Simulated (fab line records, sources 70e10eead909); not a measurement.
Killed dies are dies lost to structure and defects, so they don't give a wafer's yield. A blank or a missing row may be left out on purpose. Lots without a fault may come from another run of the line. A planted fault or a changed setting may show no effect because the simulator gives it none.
fab line records | flow nand_harc | part 1 of 2: steps 1 to 22 of 31
record lots=5 wafers=15 last_day=32
route steps=1302 shown A_STAIRCASE@689
lots that met no fault: from a run of the same line without faults
start_h: hours from the record's first day to the start of the lot's first wafer shown | wait_h: hours since the lot's step before | " the same as in the row above | L1.1+2: a row that stands for several wafers | - no value, or no start given | * or withheld: withheld | < > ~ a bound
route shown NAME@n: a module of which the file shows steps, and the number in the route of the first | usual: mean/standard deviation of fault-free wafers | same: alike in all rows | chamber/n: place in a boat | sites: the reading at each site | _std_site: their standard deviation | _edge_site: outer sites' mean less inner sites' | radius_mm: how far each site lies from the wafer's centre | mask NAME#n: copy n | behind: the tool/chamber that last shaped the wafer | hold: why the lot was held/for how many hours/how that ended | device: the transistor (n, p or np) that didn't switch | end of line: the same wafers' tests at the end of the route | a step without rows: its recipe alone | killed: dies lost to structure and defects at the first sort, not the wafer's yield | map: a wafer's dies, x killed, . not, _ none there
set.NAME: the setting as run; set.NAME@STEP: as run at that earlier step | model.NAME: the simulator's own value behind a step, which no gauge read
lots at some steps of the route; a table a step, a row a wafer
services: from which hour (start_h, from the record's first day; less than 0 if before it) a tool's chamber was out of use, for how many hours, and why
## steps
# step NHARC_A_STAIRCASE_SRD_150
# columns lot.wafer tool chamber start_h wait_h
L076.4+3+5 wet_bench-03 5,7,0 - -
L077.6+3+4 wet_bench-02 4,5,0 - -
L084.4+3+5 wet_bench-06 2,4,7 - -
L089.2+6+3 wet_bench-06 5,6,7 - -
L095.2+3+4 wet_bench-06 4,7,0 - -
# step NHARC_A_STAIRCASE_DEHYDRATE_176
# recipe temp_c=150 time_s=120
# columns lot.wafer tool chamber start_h wait_h
L076.3+4+5 litho_track-05 0 377.87 -
L077.3+4+6 litho_track-07 0 383.90 -
L084.3+4+5 litho_track-07 0 444.41 -
L089.2+3+6 litho_track-03 0 510.32 -
L095.2+3+4 litho_track-07 0 573.04 -
# step NHARC_A_STAIRCASE_HMDS_177
# recipe time_s=30
# columns lot.wafer tool chamber start_h wait_h
L076.3+4+5 litho_track-05 0 - -
L077.3+4+6 litho_track-07 0 - -
L084.3+4+5 litho_track-07 0 - -
L089.2+3+6 litho_track-03 0 - -
L095.2+3+4 litho_track-07 0 - -
# step NHARC_A_STAIRCASE_COAT_178
# recipe spin_rpm=1200
# columns lot.wafer tool chamber start_h wait_h
L076.3+4+5 litho_track-05 0 - -
L077.3+4+6 litho_track-07 0 - -
L084.3+4+5 litho_track-07 0 - -
L089.2+3+6 litho_track-03 0 - -
L095.2+3+4 litho_track-07 0 - -
# step NHARC_A_STAIRCASE_SOFTBAKE_179
# recipe temp_c=135 time_s=170
# columns lot.wafer tool chamber start_h wait_h
L076.3+4+5 litho_track-05 0 - -
L077.3+4+6 litho_track-07 0 - -
L084.3+4+5 litho_track-07 0 - -
L089.2+3+6 litho_track-03 0 - -
L095.2+3+4 litho_track-07 0 - -
# step NHARC_A_STAIRCASE_EBR_180
# columns lot.wafer tool chamber start_h wait_h
L076.3+4+5 litho_track-05 0 - -
L077.3+4+6 litho_track-07 0 - -
L084.3+4+5 litho_track-07 0 - -
L089.2+3+6 litho_track-03 0 - -
L095.2+3+4 litho_track-07 0 - -
# step NHARC_A_STAIRCASE_EXPOSE_181
# recipe na=0.5 dose_mj=27.87 mask_id=STAIR_2
# columns lot.wafer tool chamber start_h wait_h mask
L076.3+4+5 krf_scanner-02 0 378.21 - STAIR_2#0
L077.3+4+6 krf_scanner-01 0 384.25 - STAIR_2#0
L084.3+4+5 krf_scanner-02 0 444.75 - STAIR_2#0
L089.2+3+6 krf_scanner-02 0 510.70 - STAIR_2#0
L095.2+3+4 krf_scanner-03 0 573.38 - STAIR_2#0
# step NHARC_A_STAIRCASE_PEB_182
# recipe peb_temp_c=115 peb_time_s=130
# columns lot.wafer tool chamber start_h wait_h
L076.3+4+5 litho_track-07 0 378.27 0.0
L077.3+4+6 litho_track-07 0 384.30 0.1
L084.3+4+5 litho_track-05 0 444.81 0.1
L089.2+3+6 litho_track-03 0 510.76 0.1
L095.2+3+4 litho_track-05 0 573.44 0.1
# step NHARC_A_STAIRCASE_DEVELOP_183
# recipe time_s=140
# columns lot.wafer tool chamber start_h wait_h
L076.3+4+5 litho_track-07 0 - -
L077.3+4+6 litho_track-07 0 - -
L084.3+4+5 litho_track-05 0 - -
L089.2+3+6 litho_track-03 0 - -
L095.2+3+4 litho_track-05 0 - -
# step NHARC_A_STAIRCASE_HARDBAKE_185
# recipe temp_c=120 time_s=140
# columns lot.wafer tool chamber start_h wait_h
L076.3+4+5 litho_track-05 0 378.49 -
L077.3+4+6 litho_track-05 0 384.53 -
L084.3+4+5 litho_track-05 0 445.03 -
L089.2+3+6 litho_track-05 0 510.99 -
L095.2+3+4 litho_track-03 0 573.66 -
# step NHARC_A_STAIRCASE_DESCUM_186
# recipe time_s=3 o2_flow_sccm=200 ar_flow_sccm=0 bias_power_w=0 chemistry=O2
# usual drypump_motor_current_A=5.8/0.51 oes_product_au=1.000/0.01 rf_vpp_V=57.8/1 showerhead_plenum_p_Torr=1.90/0.11 throttle_valve_pct=11.311/0.0093
# columns lot.wafer tool chamber start_h wait_h drypump_motor_current_A oes_product_au rf_hours_counter_h rf_vpp_V showerhead_plenum_p_Torr throttle_valve_pct
L076.4 rie_diel-06 2 378.58 - 4.9 1.003 25 57.5 1.88 11.318
L076.3 " 3 " " 5.4 1.003 24 57.6 1.79 11.321
L076.5 " 2 " " 4.9 0.999 - 57.1 1.88 11.324
L077.4 rie_diel-06 0 384.61 - 5.4 1.009 21 56.7 1.82 11.319
L077.3 " 1 " " 5.3 1.001 23 59.0 2.05 11.317
L077.6 " 1 " " 5.2 0.998 - 58.9 2.05 11.305
L084.3 rie_diel-12 2 445.12 - 5.5 1.011 55 55.5 1.81 11.309
L084.4 " 0 " " 6.3 1.016 49 56.6 1.95 11.321
L084.5 " 1 " " 6.6 1.006 - 58.3 1.80 11.290
L089.2 rie_diel-06 1 511.07 - 5.2 0.986 8 60.0 2.04 11.297
L089.3 " 2 " " 4.9 1.000 8 57.0 1.87 11.317
L089.6 " 1 " " 5.2 0.995 - 58.5 2.04 11.333
L095.2 rie_diel-06 1 573.76 - 5.2 1.000 29 59.9 2.03 11.309
L095.3 " 2 " " 4.9 1.011 28 56.9 1.87 11.318
L095.4 " 3 " " 5.4 0.984 25 57.5 1.77 11.309
# step NHARC_A_STAIRCASE_TRIM_187
# recipe time_s=211.2 o2_flow_sccm=500 ar_flow_sccm=0 bias_w=0 chemistry=O2
# usual drypump_motor_current_A=5.8/0.5 oes_product_au=1.001/0.0094 rf_vpp_V=57.9/0.96 showerhead_plenum_p_Torr=3.50/0.2 throttle_valve_pct=17.036/0.0095
# columns lot.wafer tool chamber start_h wait_h drypump_motor_current_A oes_product_au rf_hours_counter_h rf_vpp_V showerhead_plenum_p_Torr throttle_valve_pct
L076.3 rie_diel-06 0 378.67 0.1 5.4 1.005 20 56.9 3.36 17.022
L076.4 " 2 " " 4.9 1.009 25 55.8 3.48 17.035
L076.5 " 3 " " 5.5 1.004 - 58.6 3.31 17.022
L077.3 rie_diel-06 3 384.69 0.1 5.4 0.992 25 55.3 3.31 17.012
L077.4 " 2 " " 4.9 1.005 27 57.8 3.48 17.037
L077.6 " 0 " " 5.4 0.991 - 56.9 3.36 17.043
L084.3 rie_diel-12 2 445.21 0.1 5.4 1.006 55 57.3 3.34 17.026
L084.4 " 0 " " 6.3 1.010 49 59.1 3.59 17.035
L084.5 " 2 " " 5.4 1.001 - 55.4 3.34 17.037
L089.3 rie_diel-09 1 512.95 1.9 6.4 0.993 3 58.3 3.72 17.031
L089.2 " 2 " " 5.6 0.993 3 57.7 3.29 17.050
L089.6 " 0 " " 5.9 1.015 - 57.5 3.75 17.053
L095.2 rie_diel-06 2 573.83 0.1 4.9 1.004 28 57.2 3.45 17.022
L095.3 " 3 " " 5.4 0.996 26 57.6 3.28 17.031
L095.4 " 1 " " 5.2 1.000 29 58.0 3.73 17.047
# step NHARC_A_STAIRCASE_ETCH_188
# recipe target_depth_a=1000 time_s=40.5 ion_energy_ev=400 c4f8_flow_sccm=20 o2_flow_sccm=10 ar_flow_sccm=withheld rf_w=600 bias_w=1000 chemistry=C4F8/O2
# usual oes_product_au=0.946/0.013 rf_vpp_V=896/7.1
# columns lot.wafer tool chamber start_h wait_h oes_product_au rf_hours_counter_h rf_vpp_V
L076.3 rie_diel-06 1 - - 0.946 21 904
L076.4 " 0 " " 0.957 20 891
L076.5 " 2 " " 0.957 - 895
L077.3 rie_diel-06 1 - - 0.950 23 906
L077.4 " 3 " " 0.936 25 889
L077.6 " 2 " " 0.958 - 895
L084.3 rie_diel-12 0 - - 0.969 49 898
L084.4 " 3 " " 0.958 52 886
L084.5 " 1 " " 0.945 - 889
L089.2 rie_diel-09 3 - - 0.948 3 904
L089.3 " 0 " " 0.954 3 904
L089.6 " 2 " " 0.945 - 887
L095.4 rie_diel-06 2 - - 0.948 28 894
L095.2 " 3 " " 0.933 26 886
L095.3 " 0 " " 0.944 27 890
# step NHARC_A_STAIRCASE_TRIM_189
# recipe time_s=211.2 o2_flow_sccm=500 ar_flow_sccm=0 bias_w=0 chemistry=O2
# usual drypump_motor_current_A=5.8/0.5 oes_product_au=1.001/0.011 rf_vpp_V=57.7/1 showerhead_plenum_p_Torr=3.52/0.2 throttle_valve_pct=17.037/0.0082
# columns lot.wafer tool chamber start_h wait_h drypump_motor_current_A oes_product_au rf_hours_counter_h rf_vpp_V showerhead_plenum_p_Torr throttle_valve_pct
L076.3 rie_diel-06 1 - - 5.3 0.998 21 59.1 3.76 17.039
L076.4 " 2 " " 4.9 0.998 25 56.8 3.48 17.040
L076.5 " 1 " " 5.3 1.002 - 56.0 3.76 17.037
L077.3 rie_diel-06 0 - - 5.4 1.006 21 58.7 3.36 17.050
L077.4 " 1 " " 5.2 0.991 23 57.3 3.76 17.033
L077.6 " 2 " " 5.0 1.007 - 57.1 3.48 17.037
L084.3 rie_diel-12 1 - - 6.6 1.006 53 56.7 3.33 17.032
L084.4 " 2 " " 5.5 1.010 56 56.1 3.34 17.043
L084.5 " 0 " " 6.4 1.008 - 58.4 3.59 17.029
L089.3 rie_diel-09 0 - - 5.9 1.001 3 58.4 3.75 17.030
L089.2 " 1 " " 6.3 0.987 3 59.2 3.72 17.042
L089.6 " 2 " " 5.6 0.998 - 57.5 3.29 17.039
L095.4 rie_diel-06 2 - - 4.9 1.001 28 58.7 3.45 17.045
L095.2 " 3 " " 5.4 0.990 26 57.8 3.28 17.038
L095.3 " 0 " " 5.4 1.006 27 56.9 3.33 17.049
# step NHARC_A_STAIRCASE_ETCH_190
# recipe target_depth_a=1000 time_s=40.5 ion_energy_ev=400 c4f8_flow_sccm=20 o2_flow_sccm=10 ar_flow_sccm=withheld rf_w=600 bias_w=1000 chemistry=C4F8/O2
# usual oes_product_au=0.947/0.014 rf_vpp_V=896/7.4
# columns lot.wafer tool chamber start_h wait_h oes_product_au rf_hours_counter_h rf_vpp_V
L076.3 rie_diel-06 3 - - 0.946 24 888
L076.4 " 0 " " 0.940 20 890
L076.5 " 3 " " 0.938 - 888
L077.4 rie_diel-06 2 - - 0.949 27 894
L077.3 " 3 " " 0.946 25 890
L077.6 " 0 " " 0.949 - 889
L084.3 rie_diel-06 2 445.62 - 0.996 43 894
L084.4 " 3 " " 0.993 43 888
L084.5 " 3 " " 0.998 - 887
L089.3 rie_diel-09 2 - - 0.952 3 886
L089.2 " 0 " " 0.951 3 904
L089.6 " 3 " " 0.951 - 904
L095.3 rie_diel-06 1 - - 0.944 29 903
L095.4 " 2 " " 0.944 28 893
L095.2 " 0 " " 0.949 27 890
# step NHARC_A_STAIRCASE_TRIM_191
# recipe time_s=211.2 o2_flow_sccm=500 ar_flow_sccm=0 bias_w=0 chemistry=O2
# usual drypump_motor_current_A=5.8/0.52 oes_product_au=1.002/0.0097 rf_vpp_V=57.7/0.95 showerhead_plenum_p_Torr=3.52/0.2 throttle_valve_pct=17.038/0.0089
# columns lot.wafer tool chamber start_h wait_h drypump_motor_current_A oes_product_au rf_hours_counter_h rf_vpp_V showerhead_plenum_p_Torr throttle_valve_pct
L076.4 rie_diel-06 3 - - 5.4 0.993 24 58.1 3.31 17.042
L076.3 " 2 " " 4.9 1.008 25 59.2 3.48 17.037
L076.5 " 3 " " 5.4 0.998 - 56.5 3.31 17.047
L077.4 rie_diel-06 0 - - 5.4 1.002 21 58.5 3.36 17.038
L077.3 " 2 " " 4.9 1.008 27 59.1 3.48 17.043
L077.6 " 1 " " 5.3 1.009 - 58.1 3.76 17.040
L084.4 rie_diel-06 2 - - 4.9 1.004 44 57.5 3.47 17.026
L084.3 " 3 " " 5.4 0.990 43 57.1 3.30 17.037
L084.5 " 1 " " 5.3 0.994 - 58.6 3.75 17.034
L089.2 rie_diel-09 2 - - 5.6 0.992 3 57.8 3.29 17.040
L089.3 " 3 " " 6.3 1.005 3 57.2 3.75 17.022
L089.6 " 2 " " 5.6 0.992 - 56.6 3.29 17.031
L095.4 rie_diel-06 3 - - 5.4 0.992 26 57.0 3.28 17.027
L095.2 " 0 " " 5.4 1.001 27 57.0 3.33 17.048
L095.3 " 1 " " 5.2 0.996 29 59.6 3.73 17.050
# step NHARC_A_STAIRCASE_ETCH_192
# recipe target_depth_a=1000 time_s=40.5 ion_energy_ev=400 c4f8_flow_sccm=20 o2_flow_sccm=10 ar_flow_sccm=withheld rf_w=600 bias_w=1000 chemistry=C4F8/O2
# usual oes_product_au=0.943/0.011 rf_vpp_V=895/7.1
# columns lot.wafer tool chamber start_h wait_h oes_product_au rf_hours_counter_h rf_vpp_V
L076.4 rie_diel-06 2 - - 0.952 25 894
L076.3 " 0 " " 0.950 20 889
L076.5 " 2 " " 0.954 - 894
L077.3 rie_diel-06 0 - - 0.942 22 891
L077.4 " 2 " " 0.948 27 894
L077.6 " 0 " " 0.952 - 891
L084.4 rie_diel-06 1 - - 0.933 40 904
L084.3 " 3 " " 0.937 44 888
L084.5 " 1 " " 0.920 - 905
L089.2 rie_diel-09 2 - - 0.940 3 889
L089.3 " 1 " " 0.937 3 902
L089.6 " 3 " " 0.950 - 903
L095.4 rie_diel-06 2 - - 0.940 28 892
L095.2 " 3 " " 0.936 26 887
L095.3 " 0 " " 0.957 27 888
# step NHARC_A_STAIRCASE_TRIM_193
# recipe time_s=211.2 o2_flow_sccm=500 ar_flow_sccm=0 bias_w=0 chemistry=O2
# usual drypump_motor_current_A=5.7/0.53 oes_product_au=1.001/0.0094 rf_vpp_V=57.8/1 showerhead_plenum_p_Torr=3.51/0.2 throttle_valve_pct=17.037/0.0093
# columns lot.wafer tool chamber start_h wait_h drypump_motor_current_A oes_product_au rf_hours_counter_h rf_vpp_V showerhead_plenum_p_Torr throttle_valve_pct
L076.4 rie_diel-06 2 - - 4.9 1.006 26 58.2 3.48 17.035
L076.3 " 3 " " 5.4 0.987 24 58.7 3.31 17.031
L076.5 " 2 " " 4.9 0.999 - 58.2 3.48 17.044
L077.3 rie_diel-06 2 - - 4.9 1.016 27 57.7 3.48 17.040
L077.4 " 3 " " 5.4 0.996 26 56.4 3.31 17.039
L077.6 " 1 " " 5.2 0.998 - 56.9 3.76 17.026
L084.4 rie_diel-06 2 - - 4.9 1.004 44 57.3 3.47 17.056
L084.3 " 3 " " 5.4 0.996 44 58.3 3.30 17.041
L084.5 " 0 " " 5.4 0.988 - 58.9 3.36 17.041
L089.2 rie_diel-06 2 513.95 - 4.9 1.007 10 56.8 3.46 17.046
L089.3 " 3 " " 5.4 0.996 10 56.6 3.29 17.029
L089.6 " 2 " " 4.9 1.007 - 59.2 3.46 17.051
L095.2 rie_diel-06 1 - - 5.2 0.999 30 58.6 3.73 17.048
L095.4 " 3 " " 5.4 0.996 26 56.3 3.28 17.044
L095.3 " 0 " " 5.4 0.999 27 58.6 3.34 17.024
# step NHARC_A_STAIRCASE_ETCH_194
# recipe target_depth_a=1000 time_s=40.5 ion_energy_ev=400 c4f8_flow_sccm=20 o2_flow_sccm=10 ar_flow_sccm=withheld rf_w=600 bias_w=1000 chemistry=C4F8/O2
# usual oes_product_au=0.945/0.014 rf_vpp_V=895/7.3
# columns lot.wafer tool chamber start_h wait_h oes_product_au rf_hours_counter_h rf_vpp_V
L076.4 rie_diel-06 1 - - 0.938 22 904
L076.3 " 3 " " 0.944 24 888
L076.5 " 0 " " 0.937 - 889
L077.4 rie_diel-06 1 - - 0.937 23 904
L077.3 " 3 " " 0.956 26 888
L077.6 " 2 " " 0.942 - 893
L084.4 rie_diel-09 3 446.84 - 0.991 39 904
L084.3 " 1 " " 0.994 35 903
L084.5 " 0 " " 0.992 - 907
L089.3 rie_diel-06 0 - - 0.945 9 888
L089.2 " 3 " " 0.932 10 887
L089.6 " 1 " " 0.938 - 904
L095.4 rie_diel-06 1 - - 0.946 30 903
L095.2 " 2 " " 0.945 28 892
L095.3 " 3 " " 0.942 26 887
# step NHARC_A_STAIRCASE_TRIM_196
# recipe time_s=211.2 o2_flow_sccm=500 ar_flow_sccm=0 bias_w=0 chemistry=O2
# usual drypump_motor_current_A=5.7/0.49 oes_product_au=1.000/0.0096 rf_vpp_V=57.7/0.89 showerhead_plenum_p_Torr=3.49/0.2 throttle_valve_pct=17.037/0.0088
# columns lot.wafer tool chamber start_h wait_h drypump_motor_current_A oes_product_au rf_hours_counter_h rf_vpp_V showerhead_plenum_p_Torr throttle_valve_pct
L076.3 rie_diel-12 3 379.68 0.1 5.9 1.006 32 57.4 3.28 17.050
L076.4 " 1 " " 6.6 0.983 30 56.7 3.34 17.036
L076.5 " 0 " " 6.3 1.000 - 57.6 3.60 17.031
L077.4 rie_diel-06 1 385.77 0.1 5.2 1.005 23 59.2 3.76 17.044
L077.3 " 0 " " 5.4 1.002 22 56.6 3.36 17.036
L077.6 " 1 " " 5.3 1.001 - 59.3 3.76 17.039
L084.3 rie_diel-06 2 447.07 0.1 4.9 0.998 44 57.3 3.47 17.043
L084.4 " 3 " " 5.4 0.996 44 58.1 3.30 17.035
L084.5 " 1 " " 5.2 0.995 - 58.6 3.75 17.032
L089.2 rie_diel-06 3 514.29 0.1 5.4 0.991 10 57.3 3.29 17.041
L089.3 " 1 " " 5.3 1.005 10 56.9 3.74 17.041
L089.6 " 2 " " 4.9 1.000 - 58.7 3.46 17.028
L095.3 rie_diel-06 3 574.86 0.1 5.4 0.996 26 57.5 3.28 17.030
L095.4 " 1 " " 5.2 0.990 30 57.8 3.73 17.038
L095.2 " 2 " " 4.9 0.998 28 58.2 3.45 17.043
# step NHARC_A_STAIRCASE_ETCH_197
# recipe target_depth_a=1000 time_s=40.5 ion_energy_ev=400 c4f8_flow_sccm=20 o2_flow_sccm=10 ar_flow_sccm=withheld rf_w=600 bias_w=1000 chemistry=C4F8/O2
# usual oes_product_au=0.952/0.018 rf_vpp_V=895/7.2
# columns lot.wafer tool chamber start_h wait_h oes_product_au rf_hours_counter_h rf_vpp_V
L076.4 rie_diel-12 0 - - 0.970 29 899
L076.3 " 2 " " 0.936 33 889
L076.5 " 3 " " 0.966 - 887
L077.4 rie_diel-06 2 - - 0.944 27 894
L077.3 " 3 " " 0.941 26 887
L077.6 " 1 " " 0.945 - 905
L084.3 rie_diel-06 0 - - 0.928 40 890
L084.4 " 1 " " 0.918 40 904
L084.5 " 3 " " 0.938 - 886
L089.3 rie_diel-06 3 - - 0.925 10 886
L089.2 " 1 " " 0.949 10 903
L089.6 " 2 " " 0.934 - 893
L095.4 rie_diel-06 3 - - 0.935 26 887
L095.2 " 0 " " 0.944 27 888
L095.3 " 2 " " 0.959 28 893
# step NHARC_A_STAIRCASE_TRIM_198
# recipe time_s=211.2 o2_flow_sccm=500 ar_flow_sccm=0 bias_w=0 chemistry=O2
# usual drypump_motor_current_A=5.7/0.5 oes_product_au=1.001/0.009 rf_vpp_V=57.7/0.97 showerhead_plenum_p_Torr=3.52/0.2 throttle_valve_pct=17.035/0.009
# columns lot.wafer tool chamber start_h wait_h drypump_motor_current_A oes_product_au rf_hours_counter_h rf_vpp_V showerhead_plenum_p_Torr throttle_valve_pct
L076.3 rie_diel-12 1 - - 6.6 0.992 30 58.3 3.34 17.032
L076.4 " 3 " " 5.9 1.004 33 57.8 3.28 17.031
L076.5 " 2 " " 5.5 0.997 - 57.5 3.36 17.020
L077.3 rie_diel-06 1 - - 5.3 0.992 23 59.1 3.76 17.022
L077.4 " 0 " " 5.4 1.010 22 58.2 3.36 17.030
L077.6 " 2 " " 4.9 1.012 - 57.8 3.48 17.033
L084.3 rie_diel-06 1 - - 5.2 0.987 40 56.9 3.75 17.047
L084.4 " 2 " " 4.9 1.013 45 57.2 3.47 17.034
L084.5 " 1 " " 5.2 1.000 - 56.7 3.75 17.031
L089.2 rie_diel-06 2 - - 4.9 1.002 11 57.4 3.46 17.038
L089.3 " 3 " " 5.4 0.989 10 59.2 3.29 17.043
L089.6 " 1 " " 5.2 0.993 - 58.7 3.74 17.043
L095.4 rie_diel-06 1 - - 5.3 0.991 30 59.0 3.73 17.009
L095.2 " 2 " " 4.9 1.008 28 57.5 3.45 17.047
L095.3 " 3 " " 5.4 1.008 26 58.3 3.28 17.049
